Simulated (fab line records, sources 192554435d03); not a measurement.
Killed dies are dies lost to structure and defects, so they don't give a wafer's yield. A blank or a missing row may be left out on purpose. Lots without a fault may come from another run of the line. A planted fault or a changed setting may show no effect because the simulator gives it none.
Split-lot experiment | flow n5_finfet | 7 lots, 21 wafers read, on a route of 1938 steps

THE SPLIT
At N5_SD_EPI_N_COAT_03 (resist thk 150 nm), the setting spin_rpm was moved away from the recipe's 1500 rpm on 6 of the 21 wafers read, by -6.5% to +8.9%. The other wafers ran this setting at the recipe's value.

FROM THE SPLIT TO THE READING: what the file shows between them, 6 steps
- N5_SD_EPI_N_EBR_05
- N5_SD_EPI_N_SOFTBAKE_04: time 60 s
- N5_SD_EPI_N_EXPOSE_06: exposes mask SD N BLK, target cd 120 nm
- N5_SD_EPI_N_PEB_07: peb time 60 s
- N5_SD_EPI_N_DEVELOP_08: develop time 30 s
- N5_SD_EPI_N_DESCUM_14: chemistry O2, time 7.9 s

THE READING
CAR-ArF-block_of_SD_EPI_N_COAT_03.thk_nm (the simulator's own value, which no gauge read), in nm, at N5_SD_EPI_N_ETCH_34 (etches SiARC in CF4, target depth 45.5 nm, time 75.8 s). The file gives no usual value for it. The 15 wafers here that ran the recipe average 110.8 nm, standard deviation 0.65 nm.

wafer  | tool, chamber at the split | spin_rpm as run, rpm | against the recipe | CAR-ArF-block_of_SD_EPI_N_COAT_03.thk_nm, nm | against lot-mates on the recipe
L078.1 | litho_track-05, 0          | 1500                 | recipe             | 111                                          | -
L078.3 | litho_track-05, 0          | 1613                 | +7.5%              | 105.4                                        | -5.6
L078.4 | litho_track-05, 0          | 1613                 | +7.5%              | 105.8                                        | -5.2
L081.3 | litho_track-01, 0          | 1500                 | recipe             | 110.6                                        | -
L081.4 | litho_track-01, 0          | 1500                 | recipe             | 110.8                                        | -
L081.6 | litho_track-01, 0          | 1500                 | recipe             | 110.8                                        | -
L083.2 | litho_track-01, 0          | 1500                 | recipe             | 111.4                                        | -
L083.3 | litho_track-01, 0          | 1500                 | recipe             | 110.8                                        | -
L083.4 | litho_track-01, 0          | 1500                 | recipe             | 111                                          | -
L084.1 | litho_track-01, 0          | 1415                 | -5.7%              | 116                                          | +5.4
L084.4 | litho_track-01, 0          | 1500                 | recipe             | 110.4                                        | -
L084.5 | litho_track-01, 0          | 1500                 | recipe             | 110.8                                        | -
L085.2 | litho_track-01, 0          | 1500                 | recipe             | 111.2                                        | -
L085.4 | litho_track-01, 0          | 1576                 | +5.1%              | 106.2                                        | -4.1
L085.5 | litho_track-01, 0          | 1500                 | recipe             | 109.4                                        | -
L095.1 | litho_track-02, 0          | 1500                 | recipe             | 109.6                                        | -
L095.4 | litho_track-02, 0          | 1634                 | +8.9%              | 102.8                                        | -7.6
L095.6 | litho_track-02, 0          | 1500                 | recipe             | 111.2                                        | -
L097.1 | litho_track-01, 0          | 1403                 | -6.5%              | 116.6                                        | +5.2
L097.2 | litho_track-01, 0          | 1500                 | recipe             | 112.2                                        | -
L097.4 | litho_track-01, 0          | 1500                 | recipe             | 110.6                                        | -

THE FIT
A straight line over all 21 wafers: CAR-ArF-block_of_SD_EPI_N_COAT_03.thk_nm changes by -0.825 nm for each +1% of spin_rpm; r = -0.98; the points scatter about the line by 0.7 nm.
The same after taking each lot's own level away (the mean of its wafers on the recipe; 21 wafers): -0.804 nm for each +1%; r = -0.98; scatter 0.57 nm.
On that fit, the largest move of spin_rpm shifts the reading by 7.2 nm.
The lots' own levels span 110.30 to 111.40 nm, that is 1.7 times the standard deviation above.
So the lot-to-lot level changes the slope little: the two slopes agree.
Check: with one of the wafers moved furthest among these (+8.9%) left out of the fit, the line predicts -6.91 nm for it against its lot-mates. It came out at -7.6 nm against them.

OTHER SPLITS ON THESE WAFERS
These wafers also went through other splits before the reading. Each is held against what the fit with the lots' levels taken away leaves over:
other split on the same wafers | wafers away from the commonest value | r with CAR-ArF-block_of_SD_EPI_N_COAT_03.thk_nm (lot level and that fit taken away)
N5_FIN_CUT_COAT_19 spin_rpm    | 5                                    | -0.41
N5_SD_EPI_N_COAT_33 spin_rpm   | 8                                    | +0.57

THE WHOLE CHAIN: every reading that the file lists as answering this split, in the file's order
step                   | what it does                                           | reading                                                                                   | change (the file's fit)               | r (the file's)
N5_SD_EPI_N_COAT_03    | resist thk 150 nm                                      | CAR-ArF-block_of_SD_EPI_N_COAT_03.thk_nm (the simulator's own value, which no gauge read) | -0.737 nm for each +1% of the setting | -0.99
N5_SD_EPI_N_DEVELOP_08 | develop time 30 s                                      | CAR-ArF-block_of_SD_EPI_N_COAT_03.thk_nm (the simulator's own value, which no gauge read) | -0.748 nm for each +1% of the setting | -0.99
N5_SD_EPI_N_ETCH_34    | etches SiARC in CF4, target depth 45.5 nm, time 75.8 s | CAR-ArF-block_of_SD_EPI_N_COAT_03.thk_nm (the simulator's own value, which no gauge read) | -0.82 nm for each +1% of the setting  | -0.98

THE FILE'S OWN FIT
CAR-ArF-block_of_SD_EPI_N_COAT_03.thk_nm changes by -0.82 nm for each +1% of spin_rpm, r = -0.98.
